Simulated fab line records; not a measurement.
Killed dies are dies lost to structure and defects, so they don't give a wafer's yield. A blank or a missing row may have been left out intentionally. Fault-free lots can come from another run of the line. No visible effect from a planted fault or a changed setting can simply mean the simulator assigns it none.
Chamber matching + flow n5_finfet + N5_WELL_APT_DESCUM_13 on rie_diel-05: 4 sister chambers
The step chemistry O2, time 7.9 s. 4 wafers are shown with their chamber, then 8 later ones without.

## EACH WAFER AND ITS CHAMBER
| wafer  | chamber | showerhead_plenum_p_Torr (Torr) |
|--------|---------|---------------------------------|
| L077.3 | 0       | 2.08                            |
| L080.5 | 1       | 2.10                            |
| L086.2 | 2       | 2.00                            |
| L088.1 | 3       | 2.18                            |

## WAFERS MISSING THEIR CHAMBER
| wafer  | showerhead_plenum_p_Torr (Torr) |
|--------|---------------------------------|
| L088.2 | 2.10                            |
| L088.5 | 2.07                            |
| L090.1 | 2.18                            |
| L090.4 | 2.09                            |
| L090.5 | 2.18                            |
| L091.2 | 2.07                            |
| L091.3 | 2.17                            |
| L091.5 | 2.17                            |

## WHICH CHAMBER EACH ONE RAN IN
| wafer  | from the rows above     | in truth |
|--------|-------------------------|----------|
| L088.2 | 1                       | 1        |
| L088.5 | 0                       | 0        |
| L090.1 | 3                       | 3        |
| L090.4 | can't be placed: 0 or 1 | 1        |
| L090.5 | 3                       | 3        |
| L091.2 | 0                       | 0        |
| L091.3 | 3                       | 3        |
| L091.5 | 3                       | 3        |
Correctly placed: 7 of 8. Not placeable from these rows: 1 (in 1, the candidates include the true chamber). 0 placed wrongly.
How it was worked out, from the rows above alone: a wafer's distance from a chamber is the root of the sum, over the readings, of the square of ((its reading less the chamber's mean) divided by the reading's scatter). The wafer belongs to the nearest chamber; if the next one is less than 2 further off, it can't be placed. The mean given for a chamber averages the wafers shown for that chamber. The scatter: root of mean squared gap, hidden wafer to nearest shown wafer, with one shown wafer a chamber.
